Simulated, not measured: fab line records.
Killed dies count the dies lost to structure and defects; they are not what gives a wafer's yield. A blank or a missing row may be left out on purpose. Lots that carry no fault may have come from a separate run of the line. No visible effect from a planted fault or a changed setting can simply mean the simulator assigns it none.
fab line records -- flow nand-harc
[record] lots = 5, wafers = 15, last-day = 34
route steps=1302 shown A_CHANNEL_HOLE_D1@483 A_CHANNEL_FILL_D1@490
lots with no fault: from the same line, run without faults
start-h: start of the lot's first displayed wafer, in hours after the record's first day -- wait-h: hours since the lot's step before -- " unchanged from the row above -- L1.1+2: a row that stands for several wafers -- - either no value or no given start -- * or withheld: withheld -- < > ~ a bound
route shown NAME@n: NAME is a module with steps in the file, n the number in the route of the first one -- usual: average and standard deviation across the fault-free wafers -- same: alike in all rows -- chamber/n: place in a boat -- sites: per-site readings -- _std_site: standard deviation across them -- _edge_site: mean of outer sites minus mean of inner sites -- radius-mm: how far each site lies from the wafer's centre -- mask NAME#n: copy n -- behind: the tool/chamber that last shaped the wafer -- hold: why the lot was held/for how many hours/how that ended -- device: the n, p or np transistor that did not switch -- end of line: the route-end tests of the same wafers -- a step with no rows: only its recipe -- killed: at the first sort, the dies lost to defects and structure; wafer yield is something else -- map: shows each die of a wafer: x if killed, . if not, _ if none is there
set.NAME: setting as actually run; set.NAME@STEP: the setting as run at that earlier step -- model.NAME: the simulator's own value behind a step, which no gauge read
lots at some steps of the route; a table a step, a row a wafer
services: a tool's chamber out of use, with start hour (start-h, from the record's first day; less than 0 if before it), hours out, and reason
[[steps]]
[step NHARC_A_CHANNEL_HOLE_D1_ETCH_44]
[recipe] target-depth-a = 1400, overetch-a = 140, time-s = 77, ion-energy-ev = 100, cf4-flow-sccm = 80, o2-flow-sccm = 20, ar-flow-sccm = 0, rf-w = 300, bias-w = 100, chemistry = CF4/O2
[usual] drypump-motor-current-A = 5.7/0.47, oes_ar_750_au = 1.000/0.0044, oes-product-au = 1.001/0.0094, rf-vpp-V = 197.3/1.3, showerhead-plenum-p-Torr = 1.31/0.052, throttle-valve-pct = 13.397/0.0094
lot.wafer,tool,chamber,start-h,wait-h,drypump-motor-current-A,oes_ar_750_au,oes-product-au,rf-hours-counter-h,rf-vpp-V,showerhead-plenum-p-Torr,throttle-valve-pct
L649.1,rie-diel-01,3,188.62,0.1,5.3,0.997,1.007,12,198.7,1.37,13.395
L649.2,rie-diel-01,0,188.62,0.1,5.7,0.997,1.001,13,199.3,1.33,13.393
L649.6,rie-diel-01,2,188.62,0.1,5.2,0.999,0.984,-,196.2,1.27,13.391
L656.3,rie-diel-01,0,247.90,0.1,5.6,0.991,1.000,3,198.5,1.33,13.397
L656.6,rie-diel-01,1,247.90,0.1,6.5,1.001,1.003,-,197.2,1.27,13.417
L656.5,rie-diel-01,2,247.90,0.1,5.1,1.005,0.996,-,196.8,1.27,13.412
L662.1,rie-diel-05,2,333.24,0.1,5.8,0.998,1.011,31,197.7,1.31,13.392
L662.3,rie-diel-05,3,333.24,0.1,6.0,0.997,1.011,18,198.1,1.33,13.395
L662.4,rie-diel-05,0,333.24,0.1,5.6,1.003,1.006,31,197.1,1.24,13.394
L671.2,rie-diel-01,2,407.79,0.1,5.1,1.004,1.002,2,197.7,1.26,13.388
L671.5,rie-diel-01,1,407.79,0.1,6.5,0.997,1.013,-,196.9,1.27,13.391
L671.6,rie-diel-01,2,407.79,0.1,5.1,0.997,1.011,-,196.8,1.26,13.402
L672.2,rie-diel-01,1,416.18,0.0,6.5,1.005,0.991,2,196.1,1.27,13.404
L672.1,rie-diel-01,2,416.18,0.0,5.2,0.995,1.010,3,195.5,1.26,13.402
L672.5,rie-diel-01,2,416.18,0.0,5.1,0.994,1.001,-,197.3,1.26,13.410
[step NHARC_A_CHANNEL_HOLE_D1_STRIP_27]
[recipe] o2-flow-sccm = 500, ar-flow-sccm = 0, bias-w = 0, chemistry = O2
[usual] drypump-motor-current-A = 5.7/0.48, oes-product-au = 1.001/0.0095, rf-vpp-V = 57.6/0.9, showerhead-plenum-p-Torr = 3.45/0.13, throttle-valve-pct = 17.036/0.0097
lot.wafer,tool,chamber,start-h,wait-h,drypump-motor-current-A,oes-product-au,rf-hours-counter-h,rf-vpp-V,showerhead-plenum-p-Torr,throttle-valve-pct
L649.1,rie-diel-01,0,-,-,5.7,0.984,13,58.4,3.52,17.027
L649.2,rie-diel-01,1,-,-,6.5,0.992,13,56.7,3.37,17.025
L649.6,rie-diel-01,0,-,-,5.6,0.991,-,58.2,3.52,17.059
L656.3,rie-diel-01,2,-,-,5.2,0.995,3,57.9,3.35,17.013
L656.6,rie-diel-01,2,-,-,5.2,0.996,-,57.0,3.35,17.038
L656.5,rie-diel-01,3,-,-,5.2,1.001,-,58.4,3.62,17.034
L662.4,rie-diel-05,3,-,-,6.0,1.006,18,57.3,3.51,17.034
L662.3,rie-diel-05,0,-,-,5.6,1.022,31,59.2,3.28,17.033
L662.1,rie-diel-05,1,-,-,6.2,0.991,29,58.7,3.79,17.038
L671.2,rie-diel-01,1,-,-,6.5,0.995,2,57.4,3.36,17.041
L671.5,rie-diel-01,1,-,-,6.5,1.012,-,56.9,3.36,17.037
L671.6,rie-diel-01,2,-,-,5.1,0.996,-,57.7,3.35,17.021
L672.2,rie-diel-01,0,-,-,5.6,1.000,2,59.6,3.52,17.044
L672.1,rie-diel-01,2,-,-,5.2,1.000,3,55.2,3.35,17.020
L672.5,rie-diel-01,0,-,-,5.6,1.005,-,56.7,3.52,17.041
[step NHARC_A_CHANNEL_HOLE_D1_PRECLEAN_28]
[recipe] time-s = *, temp-c = 50, bath-age-min = 0, chemistry = SC1
[step NHARC_A_CHANNEL_HOLE_D1_SRD_29]
[step NHARC_A_CHANNEL_HOLE_D1_CD_MEAS_30]
[usual] cd-nm = 90.4/1.2
lot.wafer,tool,chamber,start-h,wait-h,cd-nm
L649.1,cd-sem-03,-,189.40,-,91.1
L649.2,cd-sem-03,-,189.40,-,90.3
L649.6,cd-sem-03,-,189.40,-,88.6
L656.3,cd-sem-02,-,248.68,-,90.6
L656.5,cd-sem-02,-,248.68,-,90.9
L656.6,cd-sem-02,-,248.68,-,92.4
L662.1,cd-sem-02,-,334.03,-,88.0
L662.3,cd-sem-02,-,334.03,-,91.1
L662.4,cd-sem-02,-,334.03,-,89.6
L671.2,cd-sem-03,-,408.58,-,88.6
L671.5,cd-sem-03,-,408.58,-,90.6
L671.6,cd-sem-03,-,408.58,-,87.3
L672.1,cd-sem-03,-,416.99,-,86.7
L672.2,cd-sem-03,-,416.99,-,90.5
L672.5,cd-sem-03,-,416.99,-,87.8
[step NHARC_A_CHANNEL_HOLE_D1_XSEM_31]
[recipe] landing-energy-ev = 35000
[usual] bot-cd-nm = 75.0/1.2, bow-nm = 8.63/0.27, tilt-deg = 0.06/0.042
lot.wafer,tool,chamber,start-h,wait-h,bot-cd-nm,bow-nm,tilt-deg
L649.1,xsem-01,0,189.48,0.1,75.9,8.53,0.03
L649.2,xsem-01,0,189.48,0.1,74.5,8.52,0.03
L649.6,xsem-01,0,189.48,0.1,74.0,8.48,0.03
L656.3,xsem-01,0,248.77,0.1,75.7,8.61,0.04
L656.5,xsem-01,0,248.77,0.1,77.0,8.64,0.04
L656.6,xsem-01,0,248.77,0.1,77.7,8.71,0.04
L662.1,xsem-01,0,334.11,0.1,72.6,8.66,0.03
L662.3,xsem-01,0,334.11,0.1,74.7,8.77,0.03
L662.4,xsem-01,0,334.11,0.1,73.9,8.82,0.03
L671.2,xsem-02,0,408.67,0.1,73.9,8.48,0.06
L671.5,xsem-02,0,408.67,0.1,75.0,8.52,0.06
L671.6,xsem-02,0,408.67,0.1,72.7,8.53,0.06
L672.1,xsem-02,0,417.08,0.1,71.6,9.10,0.03
L672.2,xsem-02,0,417.08,0.1,75.2,9.22,0.03
L672.5,xsem-02,0,417.08,0.1,72.5,9.11,0.03
[step NHARC_A_CHANNEL_HOLE_D1_INSPECT_40]
[usual] raw-defect-count = 74/27
lot.wafer,tool,chamber,start-h,wait-h,raw-defect-count
L649.1,defect-inspect-01,-,189.58,-,30
L649.2,defect-inspect-01,-,189.58,-,43
L649.6,defect-inspect-01,-,189.58,-,48
L656.3,defect-inspect-02,-,248.86,-,93
L656.5,defect-inspect-02,-,248.86,-,85
L656.6,defect-inspect-02,-,248.86,-,89
L662.1,defect-inspect-02,-,334.21,-,103
L662.3,defect-inspect-02,-,334.21,-,96
L662.4,defect-inspect-02,-,334.21,-,114
L671.2,defect-inspect-02,-,408.76,-,61
L671.5,defect-inspect-02,-,408.76,-,62
L671.6,defect-inspect-02,-,408.76,-,44
L672.1,defect-inspect-02,-,417.18,-,32
L672.2,defect-inspect-02,-,417.18,-,32
L672.5,defect-inspect-02,-,417.18,-,41
[step NHARC_A_CHANNEL_FILL_D1_PRECLEAN_00]
[recipe] time-s = *, temp-c = 50, bath-age-min = 0, chemistry = SC1
[step NHARC_A_CHANNEL_FILL_D1_SRD_01]
[step NHARC_A_CHANNEL_FILL_D1_ALD_02]
[recipe] target-thk-a = 60, pulse-time-s = 10, ald-cycles = 60, temp-c = 300, material = SiO2
[step NHARC_A_CHANNEL_FILL_D1_ALD_03]
[recipe] target-thk-a = 60, pulse-time-s = 60, ald-cycles = 58, temp-c = 630, pressure-torr = 2, material = SiNx
[usual] chamber-pressure-Torr = 2.000/0.0044, precursor-pulse-height-rel = 1.002/0.019, susceptor-temp-C = 630.0/0.31
lot.wafer,tool,chamber,start-h,wait-h,chamber-pressure-Torr,precursor-pulse-height-rel,susceptor-temp-C
L649.1,ald-sin-batch-03,0,-,-,1.999,1.012,630.5
L649.2,ald-sin-batch-03,0,-,-,2.000,0.996,630.3
L649.6,ald-sin-batch-03,0,-,-,2.002,1.021,630.9
L656.3,ald-sin-batch-01,0,-,-,2.005,1.000,630.0
L656.5,ald-sin-batch-01,0,-,-,1.994,1.024,630.2
L656.6,ald-sin-batch-01,0,-,-,2.014,0.970,630.2
L662.1,ald-sin-batch-03,0,-,-,2.007,1.008,630.4
L662.3,ald-sin-batch-03,0,-,-,1.995,1.013,630.0
L662.4,ald-sin-batch-03,0,-,-,1.999,0.984,630.0
L671.2,ald-sin-batch-02,0,-,-,2.006,1.014,630.2
L671.5,ald-sin-batch-02,0,-,-,1.998,0.965,630.0
L671.6,ald-sin-batch-02,0,-,-,2.008,1.012,630.0
L672.1,ald-sin-batch-03,0,-,-,1.998,1.007,629.8
L672.2,ald-sin-batch-03,0,-,-,2.000,0.986,629.6
L672.5,ald-sin-batch-03,0,-,-,1.999,0.989,629.5
[step NHARC_A_CHANNEL_FILL_D1_ALD_14]
[recipe] target-thk-a = 25, pulse-time-s = 10, ald-cycles = 25, temp-c = 300, material = SiO2
[usual] heater-power-w = 479/29, precursor-pulse-height-rel = 1.001/0.02, susceptor-temp-C = 299.99/0.18
lot.wafer,tool,chamber,start-h,wait-h,heater-power-w,precursor-pulse-height-rel,since-wet-clean-h,susceptor-temp-C
L649.2,ald-hk-01,2,198.61,0.1,509,1.009,68,300.33
L649.1,ald-hk-01,3,198.61,0.1,434,0.991,68,299.88
L649.6,ald-hk-01,2,198.61,0.1,507,1.003,-,299.96
L656.3,ald-hk-01,2,256.12,0.1,510,0.982,126,299.86
L656.6,ald-hk-01,1,256.12,0.1,524,1.024,-,299.95
L656.5,ald-hk-01,2,256.12,0.1,512,1.043,-,299.80
L662.1,ald-hk-03,0,341.45,0.0,485,0.977,118,-
L662.4,ald-hk-03,2,341.45,0.0,446,0.977,118,-
L662.3,ald-hk-03,3,341.45,0.0,451,0.980,118,-
L671.2,ald-hk-01,0,416.02,0.0,504,1.005,108,-
L671.6,ald-hk-01,0,416.02,0.0,513,0.993,-,-
L671.5,ald-hk-01,1,416.02,0.0,555,0.985,-,-
L672.1,ald-hk-04,1,424.46,0.1,467,0.994,160,299.94
L672.2,ald-hk-04,2,424.46,0.1,476,0.988,160,300.06
L672.5,ald-hk-04,0,424.46,0.1,487,1.021,-,300.10
[step NHARC_A_CHANNEL_FILL_D1_ALD_15]
[recipe] target-thk-a = 20, pulse-time-s = 60, ald-cycles = 19, temp-c = 630, pressure-torr = 2, material = SiNx
[usual] chamber-pressure-Torr = 2.000/0.0045, precursor-pulse-height-rel = 1.000/0.019, susceptor-temp-C = 630.0/0.31
lot.wafer,tool,chamber,start-h,wait-h,chamber-pressure-Torr,precursor-pulse-height-rel,susceptor-temp-C
L649.1,ald-sin-batch-01,0,201.72,-,1.998,0.964,-
L649.2,ald-sin-batch-01,0,201.72,-,2.012,0.982,-
L649.6,ald-sin-batch-01,0,201.72,-,1.996,1.000,-
L656.3,ald-sin-batch-02,0,259.19,-,2.004,1.018,629.9
L656.5,ald-sin-batch-02,0,259.19,-,2.005,0.989,630.2
L656.6,ald-sin-batch-02,0,259.19,-,1.998,0.999,630.0
L662.1,ald-sin-batch-02,0,344.57,-,1.996,1.018,662.0
L662.3,ald-sin-batch-02,0,344.57,-,1.996,0.988,661.0
L662.4,ald-sin-batch-02,0,344.57,-,1.996,0.997,660.9
L671.2,ald-sin-batch-01,0,419.15,-,1.995,1.007,-
L671.5,ald-sin-batch-01,0,419.15,-,1.994,1.036,-
L671.6,ald-sin-batch-01,0,419.15,-,2.001,0.988,-
L672.1,ald-sin-batch-03,0,427.51,-,1.992,1.009,629.7
L672.2,ald-sin-batch-03,0,427.51,-,1.999,1.009,630.1
L672.5,ald-sin-batch-03,0,427.51,-,1.997,1.004,630.0
[step NHARC_A_CHANNEL_FILL_D1_ALD_16]
[recipe] target-thk-a = 15, pulse-time-s = 10, ald-cycles = 15, temp-c = 300, material = SiO2
[[services]]
tool,chamber,start-h,hours,kind
ald-hk-04,-,182.45,1.7,repair
rie-diel-01,0,182.80,-,clean
rie-diel-01,1,182.80,-,clean
rie-diel-01,2,182.80,-,clean
rie-diel-01,3,182.80,-,clean
rie-diel-01,-,203.84,9.0,pm
rie-diel-01,0,203.84,9.0,vent-cycle
rie-diel-01,1,203.84,9.0,vent-cycle
rie-diel-01,2,203.84,9.0,vent-cycle
rie-diel-01,3,203.84,9.0,vent-cycle
rie-diel-01,0,212.84,-,clean
rie-diel-01,1,212.84,-,clean
rie-diel-01,2,212.84,-,clean
rie-diel-01,3,212.84,-,clean
ald-hk-03,-,213.65,10.0,pm
rie-diel-01,-,225.73,0.3,repair
rie-diel-05,-,230.60,9.0,pm
ald-sin-batch-02,-,266.00,26.0,pm
xsem-02,-,298.07,0.2,repair
ald-hk-01,-,298.39,10.0,pm
rie-diel-01,1,334.25,12.9,repair
xsem-01,-,374.00,14.0,pm
rie-diel-01,-,380.84,9.0,pm
rie-diel-05,-,407.60,9.0,pm
[[key]]
[first-sign] step = NHARC_A_CHANNEL_FILL_D1_ALD_15, reading = susceptor-temp-C, direction = up, sigmas = 99+, usual = *, struck = *
effect none on later readings
met-at NHARC_A_CHANNEL_FILL_D1_ALD_15
struck-wafers L662.1,L662.3,L662.4
tester-left-out L662
onset-between 259.19 344.57
[fault] kind = process-parameter-drift, tool = ald-sin-batch-02, chamber = -, onset-h = 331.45, steps = NHARC_A_CHANNEL_FILL_D1_ALD_15, channel = temp-c, offset = *, shape = step, end-h = 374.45, acts-in = *, stated = *
// tester-left-out: of these lots the tester's yield and bins aren't shown, on N5 and GAA mostly nor the transistor test; their killed dies are dies lost to structure and defects alone, not to doping, threshold or leakage, so they don't give the yield
